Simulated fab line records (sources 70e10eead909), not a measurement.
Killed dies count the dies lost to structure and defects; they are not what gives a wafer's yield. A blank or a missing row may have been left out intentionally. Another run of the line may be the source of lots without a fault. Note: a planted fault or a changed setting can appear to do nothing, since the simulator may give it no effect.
A struck lot beside a sound one    flow nand-harc    20 out of 1159 route steps
Sound: the wafers L880.2, L880.4, L880.6. Struck: wafers L885.2, L885.3, L885.6. Last of all comes the cause.
Each step with rows lists, per side, the tool, then ch with its chambers, then its first start. Under that, the readings that differ: sound wafers    struck wafers    difference of the means    sigmas: that difference in standard deviations of wafers without a fault.
alike: same words and numbers on both sides, and readings whose means sit less than 2 such deviations apart. not compared: any withheld reading, any reading some wafer has no value for, any bound like >300 that may hide the same value, and any number with overlapping values for which the record gives no deviation.
A row with sigmas, a row that says differs or no value, or rows on one side alone: a step with any of these is where the two part. When numbers do not overlap yet have no deviation, they are printed without sigmas and do not part them. Lack of a reading on every wafer of one side parts them only where that side has two or more wafers.

NHARC_P_CONTACT_CMP_24: polishes, t overpolish 30 s, target thk 200 nm.
  sound on cmp-03 ch 0,1, day 6 12:42; struck on cmp-01 ch 1,2,3, day 7 13:25
  alike: motor-current-A, overpolish-run-s, time-to-endpoint-s
following that, these wafers have no rows for 1 step: NHARC_P_CONTACT_SRD_26.
NHARC_P_CONTACT_INSPECT_27:
  sound on defect-inspect-01, day 6 13:06; struck on defect-inspect-01, day 7 13:49
  alike: raw-defect-count
then, 8 steps without rows for these wafers: NHARC_P_M0_DEP_00 (deposits SiOC, target thk 150 nm); NHARC_P_M0_DEHYDRATE_01 (time 120 s); NHARC_P_M0_HMDS_02 (time 30 s); NHARC_P_M0_COAT_33 (time 65 s); NHARC_P_M0_COAT_03 (resist thk 90 nm); NHARC_P_M0_SOFTBAKE_04 (time 55 s); NHARC_P_M0_EBR_05; NHARC_P_M0_EXPOSE_06 (exposes mask P M0, target cd 90 nm).
NHARC_P_M0_PEB_07: peb time 65 s.
  sound on litho-track-04 ch 0, day 6 13:55; struck on litho-track-04 ch 0, day 7 14:38
reading                   sound               struck                difference  sigmas
heater-power-total-W (W)  157.1 156.6 157.1   163.9 163.1 163.5     +6.6        +16
plate-temp-C (C)          99.95 100.21 99.98  103.23 103.34 103.22  +3.22       +27
then, 1 step without rows for these wafers: NHARC_P_M0_DEVELOP_08 (develop time 35 s).
NHARC_P_M0_CD_MEAS_09: target cd 90 nm.
  sound on cd-sem-02 ch 0, day 6 14:00; struck on cd-sem-03 ch 0, day 7 14:43
reading     sound           struck             difference  sigmas
cd-nm (nm)  89.8 89.4 90.1  102.8 101.8 102.1  +12.5       +18
NHARC_P_M0_OVL_MEAS_10: pitch 180 nm.
  sound on overlay-02, day 6 14:05; struck on overlay-02, day 7 14:49
  alike: overlay-x-nm, overlay-y-nm
NHARC_P_M0_INSPECT_11:
  sound on defect-inspect-02, day 6 14:07; struck on defect-inspect-01, day 7 14:52
reading           sound    struck  difference  sigmas
raw-defect-count  7 12 14  4 4 2   -8          -3
NHARC_P_M0_DESCUM_14: chemistry O2, time 3 s.
  sound on rie-diel-07 ch 0,1,2, day 6 14:12; struck on rie-diel-07 ch 2,3, day 7 14:56
reading                sound              struck             difference  sigmas
model.P_M0.cd-nm (nm)  90.29 88.64 90.42  102.4 102.3 103.1  +12.8       
  alike: drypump-motor-current-A, mfc-ar-sccm, oes-product-au, rf-vpp-V, showerhead-plenum-p-Torr, throttle-valve-pct
  not compared: rf-hours-counter-h
NHARC_P_M0_ETCH_34: etches the open film in N2/H2, target depth 40 nm, overetch 12 nm, time 43.94 s.
  sound on rie-diel-07 ch 0,1, day 6 14:16; struck on rie-diel-07 ch 0,2,3, day 7 15:00
  alike: bias-w, drypump-motor-current-A, h2-flow-sccm, mfc-ar-sccm, oes-product-au, rf-vpp-V, showerhead-plenum-p-Torr, throttle-valve-pct
  not compared: rf-hours-counter-h
NHARC_P_M0_ETCH_15: etches the open film in C4F8/Ar, target depth 150 nm, overetch 15 nm, time 82.5 s.
  sound: rie-diel-07 ch 0,3; struck: rie-diel-07 ch 0,1,3
reading                sound              struck             difference  sigmas
model.P_M0.cd-nm (nm)  89.59 88.14 89.76  101.9 102.2 102.5  +13.0       
  alike: bias-w, oes-product-au, rf-vpp-V
  not compared: rf-hours-counter-h
NHARC_P_M0_CD_MEAS_16:
  sound on cd-sem-01, day 6 14:29; struck on cd-sem-03, day 7 15:13
reading     sound           struck             difference  sigmas
cd-nm (nm)  89.7 88.2 89.4  101.9 102.3 102.8  +13.2       +14

## WHERE THEY PART
Last at NHARC_P_M0_CD_MEAS_16 as far as this record goes, first at NHARC_P_M0_PEB_07.

WHY: what had been put in by the simulator
Process parameters drifting: litho-track-04 at NHARC_P_M0_PEB_07, beginning at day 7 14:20. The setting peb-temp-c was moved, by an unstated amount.
